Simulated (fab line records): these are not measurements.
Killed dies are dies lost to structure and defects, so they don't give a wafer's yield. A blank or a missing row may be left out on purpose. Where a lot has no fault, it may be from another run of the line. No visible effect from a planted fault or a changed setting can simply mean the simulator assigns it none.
A lot that was struck, set against a sound lot -- flow n5-finfet -- 39 steps out of a route of 1938
Sound: these wafers, L795.1, L795.3, L795.6. Struck: wafer L800.6. (L800.1, L800.3 of the same lot were not struck and are left out.) The cause comes at the end.
Order at every step that has rows: each side's tool, ch and its chambers, its first start. Under that, the readings that differ: sound wafers -- struck wafers -- difference of the means -- sigmas: that difference in standard deviations of wafers without a fault.
alike: readings whose means differ by less than 2 such deviations, and words and numbers that are the same on both sides. not compared: withheld readings, readings that some wafer has no value for, bounds like >300 that may hide the same value, and numbers for which the record gives no deviation and whose values overlap.
A row with sigmas, a row that says differs or no value, or rows on one side alone: a step with any of these is where the two part. Numbers that have no deviation but don't overlap get no sigmas and don't part them. A reading that every wafer of one side lacks parts them only if that side has two wafers or more.

first, 11 steps without rows for these wafers: N5_BEOL_M0_SAQP_MANDREL1_REMOVE_100 (chemistry HBr/Cl2/O2, target a-Si, stops on SiNx, bt time 10 s); N5_BEOL_M0_SAQP_ETCH_101 (etches SiNx in CH3F/O2, target depth 29.9 nm, time 42.7 s); N5_BEOL_M0_SAQP_ETCH_102 (etches SiO2 in CF4, target depth 4 nm, time 4.4 s); N5_BEOL_M0_SAQP_MANDREL_ETCH_103 (etches a-Si in HBr/Cl2, stops on SiCN, target depth 45 nm, bt time 10 s, time 27 s); N5_BEOL_M0_SAQP_RECESS_104 (chemistry HF/NH3, target SiO2, target depth 18 nm, afs cycles 3, sublimation time 60 s); N5_BEOL_M0_SAQP_COAT_105 (time 60 s, resist thk 100 nm); N5_BEOL_M0_SAQP_ETCH_106 (etches SOC in N2/H2, stops on SiNx, target depth 150 nm); N5_BEOL_M0_SAQP_ETCH_107 (etches SiNx in CH3F/O2, target depth 30 nm); N5_BEOL_M0_SAQP_STRIP_108 (strips in N2/H2); N5_BEOL_M0_SAQP_RECESS_109 (chemistry HF/NH3, target SiO2, target depth 3 nm, afs cycles 1, sublimation time 60 s); N5_BEOL_M0_SAQP_SPACER2_ALD_26 (deposits SiO2, target thk 15 nm, pulse time 1 s, purge time 2 s).
N5_BEOL_M0_SAQP_SPACER2_ETCHBACK_27: etches SiO2 in CHF3/O2, target depth 22.5 nm, time 11.25 s.
  sound on rie-diel-02 ch 1,3, day 9 03:11; struck on rie-diel-02 ch 3, day 10 03:13
reading,sound,struck,difference,sigmas
oes-product-au (a.u.),0.69 0.86 0.86,0.62,-0.18,-2
  alike: drypump-motor-current-A, rf-vpp-V, showerhead-plenum-p-Torr, throttle-valve-pct
  not compared: rf-hours-counter-h
N5_BEOL_M0_SAQP_MANDREL2_REMOVE_110: chemistry HBr/Cl2/O2, target a-Si, stops on SiCN, bt time 10 s.
  sound on rie-si-06 ch 0,2, day 9 03:17; struck on rie-si-01 ch 1, day 10 03:19
reading,sound,struck,difference,sigmas
he-backside-leak-sccm (sccm),2.6 2.7 2.6,3.4,+0.8,+2
oes-product-au (a.u.),0.967 0.965 0.984,0.376,-0.596,-40
  alike: drypump-motor-current-A, mfc-cl2-sccm, throttle-valve-pct
  not compared: rf-hours-counter-h
then, 24 steps without rows for these wafers: N5_BEOL_M0_SAQP_COAT_69 (time 60 s, resist thk 90 nm); N5_BEOL_M0_SAQP_COAT_72 (time 60 s, resist thk 15 nm); N5_BEOL_M0_SAQP_COAT_87 (time 60 s, resist thk 5 nm); N5_BEOL_M0_SAQP_COAT_34 (resist thk 30 nm); N5_BEOL_M0_SAQP_EBR_36; N5_BEOL_M0_SAQP_SOFTBAKE_35 (time 60 s); N5_BEOL_M0_SAQP_EXPOSE_37 (exposes mask M0 CUT1, target cd 30 nm); N5_BEOL_M0_SAQP_PEB_38 (peb time 60 s); N5_BEOL_M0_SAQP_DEVELOP_39 (develop time 30 s); N5_BEOL_M0_SAQP_DESCUM_45 (chemistry O2, time 7 s); N5_BEOL_M0_SAQP_ETCH_88 (etches underlayer in N2/H2, target depth 6.5 nm, time 5.2 s); N5_BEOL_M0_SAQP_ETCH_73 (etches SiARC in CF4, target depth 19.5 nm, time 32.5 s); N5_BEOL_M0_SAQP_CUT_ETCH_46 (etches SOC in N2/H2, target depth 135 nm, overetch 27 nm, time 202.5 s); N5_BEOL_M0_SAQP_STRIP_74 (strips in N2/H2); N5_BEOL_M0_SAQP_STRIP_89 (strips in N2/H2); N5_BEOL_M0_SAQP_ALD_48 (deposits SiO2, target thk 20 nm, pulse time 1 s, co reactant pulse time 1 s); N5_BEOL_M0_SAQP_ETCH_49 (etches SiO2 in CF4/O2, target depth 37 nm); N5_BEOL_M0_SAQP_STRIP_75 (strips in CF4); N5_BEOL_M0_CUTY_COAT_50 (time 60 s, resist thk 15 nm); N5_BEOL_M0_CUTY_COAT_51 (resist thk 150 nm); N5_BEOL_M0_CUTY_EBR_52; N5_BEOL_M0_CUTY_SOFTBAKE_53 (time 60 s); N5_BEOL_M0_CUTY_EXPOSE_54 (exposes mask M0 ABLK); N5_BEOL_M0_CUTY_PEB_55 (peb time 60 s).
N5_BEOL_M4_RC_MEAS_101:
  the record has rows for the sound wafers here (prober-01 ch 0, day 11 19:15) and none for the struck ones
-- the record jumps here: 7 days lie between the struck wafers' starts before and after (it left off in module BEOL_M4 and takes up again in module PASSIVATION, whose first step shown is number 1936 of the route) --
N5_PASSIVATION_PROBE_49:
  sound on prober-01 at day 16 13:55; struck on prober-02 at day 17 11:44
reading,sound,struck,difference,sigmas
defect-limited-yield (%),92.7 90.9 91.4,0,-92,-65
killed_at_M0_to_M3,19 35 23,1094,+1068,+97
killed-dies,86 107 101,1180,+1082,+64
killed-on-rim,8 11 11,152,+142,+34
killed-short,21 23 33,41,+15,+2
sort_bin_5_function (%),3.8 5.5 4.6,95.7,+91.1,+93
sort-n-pass,1094 1073 1079,0,-1082,-52
sort-yield-pct (%),92.7 90.9 91.4,0,-92,-54
  alike: killed_at_M4_up, killed-at-contacts, killed-at-front-end, killed-at-other, killed-open, sort_bin_6_memory

== WHERE THEY PART ==
Earliest at N5_BEOL_M0_SAQP_SPACER2_ETCHBACK_27; latest, in this record, at N5_PASSIVATION_PROBE_49.

WHY: whatever the simulator had introduced
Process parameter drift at N5_BEOL_M0_SAQP_SPACER2_ETCHBACK_27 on rie-diel-02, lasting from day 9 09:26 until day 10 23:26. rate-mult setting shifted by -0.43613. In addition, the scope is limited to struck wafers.
